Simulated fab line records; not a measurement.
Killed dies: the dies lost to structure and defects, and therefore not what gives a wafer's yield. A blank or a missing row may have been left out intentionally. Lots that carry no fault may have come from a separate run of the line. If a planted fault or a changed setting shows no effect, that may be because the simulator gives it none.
Matching of chambers | flow n5 finfet | 4 sister chambers for N5_MOL_CONTACT_COAG_DESCUM_88 on rie diel-04
The step chemistry O2, time 7 s. 8 wafers are shown with their chamber, then 11 later ones without.

## WAFERS WITH THEIR CHAMBER
wafer  | chamber | throttle valve pct (%) | showerhead plenum p Torr (Torr)
L080.4 | 0       | 21.02                  | 2.15
L082.1 | 2       | 20.52                  | 2.02
L082.2 | 1       | 20.12                  | 2.12
L082.3 | 3       | 20.74                  | 2.17
L083.1 | 2       | 20.53                  | 2.02
L083.2 | 0       | 21.00                  | 2.15
L083.3 | 3       | 20.73                  | 2.16
L083.4 | 1       | 20.14                  | 2.11

## WAFERS WITHOUT THEIR CHAMBER
wafer  | throttle valve pct (%) | showerhead plenum p Torr (Torr)
L083.5 | 21.02                  | 2.15
L083.6 | 20.14                  | 2.11
L096.1 | 20.42                  | 2.16
L096.2 | 20.70                  | 2.14
L096.3 | 20.20                  | 2.10
L097.1 | 20.59                  | 2.01
L097.2 | 20.20                  | 2.10
L097.3 | 20.73                  | 2.14
L097.4 | 20.59                  | 2.01
L097.5 | 20.19                  | 2.10
L097.6 | 20.72                  | 2.14

## CHAMBER TAKEN BY EACH
wafer  | from the rows above     | in truth
L083.5 | 0                       | 0
L083.6 | 1                       | 1
L096.1 | can't be placed: 1 or 3 | 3
L096.2 | 3                       | 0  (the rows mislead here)
L096.3 | 1                       | 1
L097.1 | 2                       | 2
L097.2 | 1                       | 1
L097.3 | 3                       | 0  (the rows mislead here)
L097.4 | 2                       | 2
L097.5 | 1                       | 1
L097.6 | 3                       | 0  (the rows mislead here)
Correct placement for 7 of the 11. Can't be placed from these rows: 1 (the true chamber is among the candidates in 1). Number placed wrongly: 3.
How it was worked out, from the rows above alone: a wafer's distance from a chamber is the root of the sum, over the readings, of the square of ((its reading less the chamber's mean) divided by the reading's scatter). If the next closest chamber is less than 2 further off than the closest, the wafer can't be placed; otherwise it belongs to the closest. A chamber's mean is the mean of its shown wafers. The scatter: take each reading less its chamber's mean, square it, sum over the shown wafers, divide by the number of wafers less the number of chambers, and take the root.
